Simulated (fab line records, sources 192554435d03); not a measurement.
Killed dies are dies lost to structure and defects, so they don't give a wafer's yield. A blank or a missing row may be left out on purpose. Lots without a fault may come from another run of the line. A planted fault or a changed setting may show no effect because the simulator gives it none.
Chamber matching | flow n5_finfet | N5_SDB_ETCH_25 on rie_diel-04: 4 sister chambers
The step etches SiO2 in C4F6/O2, target depth 10 nm, time 3.3 s. 20 wafers are shown with their chamber, then 10 later ones without.

WAFERS WITH THEIR CHAMBER
wafer  | chamber | drypump_motor_current_A (A) | showerhead_plenum_p_Torr (Torr) | rf_vpp_V (V)
L075.1 | 3       | 5.5                         | 2.93                            | 677
L075.3 | 1       | 5.4                         | 2.75                            | 657
L075.5 | 3       | 5.5                         | 2.93                            | 677
L077.1 | 0       | 6.1                         | 2.82                            | 669
L077.2 | 1       | 5.4                         | 2.74                            | 657
L077.6 | 1       | 5.4                         | 2.74                            | 656
L084.1 | 0       | 6.2                         | 2.81                            | 669
L084.4 | 3       | 5.5                         | 2.93                            | 677
L084.6 | 2       | 4.7                         | 2.89                            | 675
L086.1 | 1       | 5.4                         | 2.74                            | 655
L086.2 | 2       | 4.7                         | 2.89                            | 674
L086.3 | 0       | 6.1                         | 2.81                            | 669
L088.1 | 3       | 5.5                         | 2.92                            | 677
L088.3 | 1       | 5.4                         | 2.74                            | 657
L088.6 | 3       | 5.5                         | 2.92                            | 677
L089.3 | 2       | 4.7                         | 2.89                            | 675
L089.4 | 3       | 5.5                         | 2.92                            | 676
L089.6 | 1       | 5.4                         | 2.74                            | 655
L090.2 | 3       | 5.5                         | 2.92                            | 678
L090.4 | 2       | 4.7                         | 2.89                            | 674

SIGNATURES (means of the wafers above)
reading                  | chamber 0 | chamber 1 | chamber 2 | chamber 3 | scatter within a chamber
drypump_motor_current_A  | 6.133     | 5.400     | 4.700     | 5.500     | 0.0204
showerhead_plenum_p_Torr | 2.8133    | 2.7417    | 2.8900    | 2.9243    | 0.00448
rf_vpp_V                 | 669.00    | 656.17    | 674.50    | 677.00    | 0.7
Rule: a wafer's distance from a chamber is the root of the sum, over the readings, of the square of ((its reading less the chamber's mean) divided by the reading's scatter). The wafer belongs to the nearest chamber; if the next one is less than 2 further off, it can't be placed. The scatter: the root of (the sum of the squares of (reading less its chamber's mean) over the shown wafers, divided by (wafers less chambers)).

WAFERS WITHOUT THEIR CHAMBER
wafer  | drypump_motor_current_A (A) | showerhead_plenum_p_Torr (Torr) | rf_vpp_V (V)
L090.6 | 5.4                         | 2.73                            | 655
L092.1 | 6.1                         | 2.80                            | 668
L092.2 | 5.5                         | 2.92                            | 676
L092.5 | 6.1                         | 2.80                            | 668
L094.3 | 6.1                         | 2.80                            | 669
L094.4 | 5.4                         | 2.73                            | 655
L094.5 | 5.5                         | 2.92                            | 676
L096.2 | 6.1                         | 2.80                            | 668
L096.4 | 5.4                         | 2.73                            | 656
L096.6 | 6.1                         | 2.80                            | 667

WHICH CHAMBER EACH WENT THROUGH
wafer  | from the rows above | in truth
L090.6 | 1                   | 1
L092.1 | 0                   | 0
L092.2 | 3                   | 3
L092.5 | 0                   | 0
L094.3 | 0                   | 0
L094.4 | 1                   | 1
L094.5 | 3                   | 3
L096.2 | 0                   | 0
L096.4 | 1                   | 1
L096.6 | 0                   | 0
Placed correctly: 10 of 10. Can't be placed from these rows: 0. Placed wrongly: 0.
